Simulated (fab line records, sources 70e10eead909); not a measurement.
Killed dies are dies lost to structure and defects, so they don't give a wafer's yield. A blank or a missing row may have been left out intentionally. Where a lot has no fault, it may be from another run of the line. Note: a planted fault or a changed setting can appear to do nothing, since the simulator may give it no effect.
Which tool is to blame? :: flow nandHarc :: Sampling: 14 lots, 42 wafers, 5 of 1302 route steps

## WHAT EACH GAUGE READ, for each wafer
NHARC_A_ONON_D2_THK_MEAS_14: measures by ellipsometry. Usual: thkNm at 1003 nm, with a standard deviation of 7.2.
lot: L115
measured: day 13 01:00
on: filmMetro-02
thkNm (nm): 1012 1010 1013
flag: 

lot: L114
measured: day 13 00:59
on: filmMetro-01
thkNm (nm): 1008 1007 1010
flag: 

lot: L116
measured: day 13 17:09
on: filmMetro-02
thkNm (nm): 1010 1012 1010
flag: 

lot: L120
measured: day 14 21:17
on: filmMetro-02
thkNm (nm): 994 994 995
flag: 

lot: L123
measured: day 16 10:51
on: filmMetro-02
thkNm (nm): 1009 1013 1010
flag: 

lot: L124
measured: day 16 20:07
on: filmMetro-01
thkNm (nm): 992 993 993
flag: 

lot: L125
measured: day 16 23:12
on: filmMetro-01
thkNm (nm): 1002 1002 1003
flag: 

lot: L128
measured: day 18 11:47
on: filmMetro-02
thkNm (nm): 680 680 679
flag: OFF

lot: L129
measured: day 18 11:25
on: filmMetro-02
thkNm (nm): 666 667 667
flag: OFF

lot: L130
measured: day 19 09:35
on: filmMetro-01
thkNm (nm): 1000 999 1001
flag: 

lot: L132
measured: day 19 15:07
on: filmMetro-01
thkNm (nm): 1004 1003 1004
flag: 

lot: L134
measured: day 21 01:04
on: filmMetro-01
thkNm (nm): 993 995 994
flag: 

lot: L136
measured: day 21 09:06
on: filmMetro-02
thkNm (nm): 1015 1016 1016
flag: 

lot: L137
measured: day 22 01:01
on: filmMetro-02
thkNm (nm): 1010 1012 1010
flag: 

NHARC_END_SORT_01. Usual: killedAtArray 59, standard deviation 17; killedAtOther 0.9, standard deviation 1.6; killedAtPeriphery 3.7, standard deviation 2.3; killedDies 64, standard deviation 17; killedOpen 3.3, standard deviation 1.8; killedShort 2.4, standard deviation 1.6.
lot: L128
measured: day 30 13:58
on: prober-01
killedAtArray: 667 665 670
killedAtOther: 1 0 0
killedAtPeriphery: 9 12 7
killedDies: 677 677 677
killedOpen: 3 1 4
killedShort: 2 3 3
flag: OFF

lot: L129
measured: day 30 20:09
on: prober-01
killedAtArray: 676 674
killedAtOther: 0 0
killedAtPeriphery: 1 3
killedDies: 677 677
killedOpen: 4 1
killedShort: 2 7
flag: OFF

## TOOL THAT RAN EACH LOT (tool first, then ch and the chambers of the sampled wafers, then the start)
lot: L115
NHARC_A_CHANNEL_FILL_D1_ALD_16: aldHk-04 ch 1,3, day 10 01:23
NHARC_A_ONON_D2_DEP_12: pecvdOnon-04 ch 0, day 13 00:29
NHARC_A_CHANNEL_HOLE_D2_DEP_00: aclDep-01 ch 0, day 13 11:54

lot: L114
NHARC_A_CHANNEL_FILL_D1_ALD_16: aldHk-02 ch 0,3, day 10 01:26
NHARC_A_ONON_D2_DEP_12: pecvdOnon-03 ch 0, day 13 00:35
NHARC_A_CHANNEL_HOLE_D2_DEP_00: aclDep-02 ch 0, day 13 12:34

lot: L116
NHARC_A_CHANNEL_FILL_D1_ALD_16: aldHk-04 ch 0,1,2, day 10 17:11
NHARC_A_ONON_D2_DEP_12: pecvdOnon-03 ch 0, day 13 16:38
NHARC_A_CHANNEL_HOLE_D2_DEP_00: aclDep-03 ch 0, day 14 08:02

lot: L120
NHARC_A_CHANNEL_FILL_D1_ALD_16: aldHk-02 ch 0,2,3, day 11 16:56
NHARC_A_ONON_D2_DEP_12: pecvdOnon-04 ch 0, day 14 20:46
NHARC_A_CHANNEL_HOLE_D2_DEP_00: aclDep-01 ch 0, day 15 09:37

lot: L123
NHARC_A_CHANNEL_FILL_D1_ALD_16: aldHk-02 ch 1,2,3, day 13 05:35
NHARC_A_ONON_D2_DEP_12: pecvdOnon-04 ch 0, day 16 10:24
NHARC_A_CHANNEL_HOLE_D2_DEP_00: aclDep-02 ch 0, day 17 05:03

lot: L124
NHARC_A_CHANNEL_FILL_D1_ALD_16: aldHk-02 ch 1,2,3, day 13 12:46
NHARC_A_ONON_D2_DEP_12: pecvdOnon-03 ch 0, day 16 19:35
NHARC_A_CHANNEL_HOLE_D2_DEP_00: aclDep-02 ch 0, day 17 11:41

lot: L125
NHARC_A_CHANNEL_FILL_D1_ALD_16: aldHk-02 ch 0,2,3, day 13 18:52
NHARC_A_ONON_D2_DEP_12: pecvdOnon-04 ch 0, day 16 22:44
NHARC_A_CHANNEL_HOLE_D2_DEP_00: aclDep-03 ch 0, day 17 12:02

lot: L128
NHARC_A_CHANNEL_FILL_D1_ALD_16: aldHk-01 ch 1,3, day 15 08:04
NHARC_A_ONON_D2_DEP_12: pecvdOnon-04 ch 0, day 18 11:23
NHARC_A_CHANNEL_HOLE_D2_DEP_00: -

lot: L129
NHARC_A_CHANNEL_FILL_D1_ALD_16: aldHk-04 ch 0,2,3, day 15 08:10
NHARC_A_ONON_D2_DEP_12: pecvdOnon-04 ch 0, day 18 10:55
NHARC_A_CHANNEL_HOLE_D2_DEP_00: -

lot: L130
NHARC_A_CHANNEL_FILL_D1_ALD_16: aldHk-04 ch 0,1,3, day 16 05:09
NHARC_A_ONON_D2_DEP_12: pecvdOnon-01 ch 0, day 19 09:12
NHARC_A_CHANNEL_HOLE_D2_DEP_00: aclDep-01 ch 0, day 19 20:29

lot: L132
NHARC_A_CHANNEL_FILL_D1_ALD_16: aldHk-01 ch 0,3, day 16 16:19
NHARC_A_ONON_D2_DEP_12: pecvdOnon-01 ch 0, day 19 14:36
NHARC_A_CHANNEL_HOLE_D2_DEP_00: aclDep-02 ch 0, day 20 03:59

lot: L134
NHARC_A_CHANNEL_FILL_D1_ALD_16: aldHk-01 ch 0,1, day 17 22:47
NHARC_A_ONON_D2_DEP_12: pecvdOnon-01 ch 0, day 21 00:34
NHARC_A_CHANNEL_HOLE_D2_DEP_00: aclDep-03 ch 0, day 21 17:35

lot: L136
NHARC_A_CHANNEL_FILL_D1_ALD_16: aldHk-04 ch 0,2,3, day 18 07:53
NHARC_A_ONON_D2_DEP_12: pecvdOnon-03 ch 0, day 21 08:35
NHARC_A_CHANNEL_HOLE_D2_DEP_00: aclDep-02 ch 0, day 21 19:53

lot: L137
NHARC_A_CHANNEL_FILL_D1_ALD_16: aldHk-04 ch 0,1,3, day 18 22:55
NHARC_A_ONON_D2_DEP_12: pecvdOnon-01 ch 0, day 22 00:31
NHARC_A_CHANNEL_HOLE_D2_DEP_00: aclDep-01 ch 0, day 22 16:02
- NHARC_A_CHANNEL_FILL_D1_ALD_16: deposits SiO2, target thk 1.5 nm, pulse time 10 s, ald cycles 15.
- NHARC_A_ONON_D2_DEP_12: target thk 1000 nm.
- NHARC_A_CHANNEL_HOLE_D2_DEP_00: deposits aC, target thk 3100 nm.

## WHAT THE TOOLS THEMSELVES READ (means of the sampled wafers that have a number; where no wafer has one, the mark that the record gives instead)
NHARC_A_CHANNEL_FILL_D1_ALD_16. Usual: heaterPowerW 454 W, standard deviation 57; precursorPulseHeightRel 1.002, standard deviation 0.021.
lot: L115
tool: aldHk-04
heaterPowerW (W): 420
precursorPulseHeightRel: 0.992
flag: 

lot: L114
tool: aldHk-02
heaterPowerW (W): 503
precursorPulseHeightRel: 0.996
flag: 

lot: L116
tool: aldHk-04
heaterPowerW (W): 446
precursorPulseHeightRel: 0.989
flag: 

lot: L120
tool: aldHk-02
heaterPowerW (W): 493
precursorPulseHeightRel: 1.022
flag: 

lot: L123
tool: aldHk-02
heaterPowerW (W): 477
precursorPulseHeightRel: 0.996
flag: 

lot: L124
tool: aldHk-02
heaterPowerW (W): 473
precursorPulseHeightRel: 1.030
flag: 

lot: L125
tool: aldHk-02
heaterPowerW (W): 489
precursorPulseHeightRel: 1.010
flag: 

lot: L128
tool: aldHk-01
heaterPowerW (W): 376
precursorPulseHeightRel: 0.978
flag: 

lot: L129
tool: aldHk-04
heaterPowerW (W): 485
precursorPulseHeightRel: 1.007
flag: 

lot: L130
tool: aldHk-04
heaterPowerW (W): 435
precursorPulseHeightRel: 1.005
flag: 

lot: L132
tool: aldHk-01
heaterPowerW (W): 379
precursorPulseHeightRel: 0.990
flag: 

lot: L134
tool: aldHk-01
heaterPowerW (W): 398
precursorPulseHeightRel: 1.015
flag: 

lot: L136
tool: aldHk-04
heaterPowerW (W): 488
precursorPulseHeightRel: 1.001
flag: 

lot: L137
tool: aldHk-04
heaterPowerW (W): 436
precursorPulseHeightRel: 1.028
flag: 

NHARC_A_CHANNEL_HOLE_D2_DEP_00. Usual: throttleValvePct at 34.998 %, with a standard deviation of 0.009.
lot: L115
tool: aclDep-01
throttleValvePct (%): 34.999
flag: 

lot: L114
tool: aclDep-02
throttleValvePct (%): 34.994
flag: 

lot: L116
tool: aclDep-03
throttleValvePct (%): 35.002
flag: 

lot: L120
tool: aclDep-01
throttleValvePct (%): 34.997
flag: 

lot: L123
tool: aclDep-02
throttleValvePct (%): 34.998
flag: 

lot: L124
tool: aclDep-02
throttleValvePct (%): 34.996
flag: 

lot: L125
tool: aclDep-03
throttleValvePct (%): 34.995
flag: 

lot: L130
tool: aclDep-01
throttleValvePct (%): 35.005
flag: 

lot: L132
tool: aclDep-02
throttleValvePct (%): 34.990
flag: 

lot: L134
tool: aclDep-03
throttleValvePct (%): 34.996
flag: 

lot: L136
tool: aclDep-02
throttleValvePct (%): 35.004
flag: 

lot: L137
tool: aclDep-01
throttleValvePct (%): 34.993
flag: 

## THE ANSWER, worked out from the rows above alone
Rule: take the mean of a lot's wafers that have a number; if it is more than 3 standard deviations from the usual mean, the lot is off. A lot without any number at a reading at which 4 lots or more have one is off too. The other lots that the step has rows for count as sound. First the gauges in route order, then the tools' own readings, where a lot's mean is used as printed above. At the first step where some lot is off, the reading lying furthest off is the one used; lots without a number count as furthest.
Off at NHARC_A_ONON_D2_THK_MEAS_14 (thkNm): L128, L129.
If a tool, at a process step before that reading, ran all the lots that are off and no sound lot after the first of them, it fits. Not tried: the gauges at NHARC_A_ONON_D2_THK_MEAS_14; whatever is off there is also off at NHARC_END_SORT_01, on other tools, and gauge error can't account for it. One candidate fits, namely pecvdOnon-04 at NHARC_A_ONON_D2_DEP_12. Its last sound lot is L125 (day 16 22:44), its first lot that is off L129 (day 18 10:55): a fault that began between those two fits.

## WHAT THE SIMULATOR PUT IN
Drift in process parameters on pecvdOnon-04 at NHARC_A_ONON_D2_DEP_12, starting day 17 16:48. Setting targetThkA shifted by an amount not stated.
Shown lots that were struck: L129, L128. Same finding as the rule above.
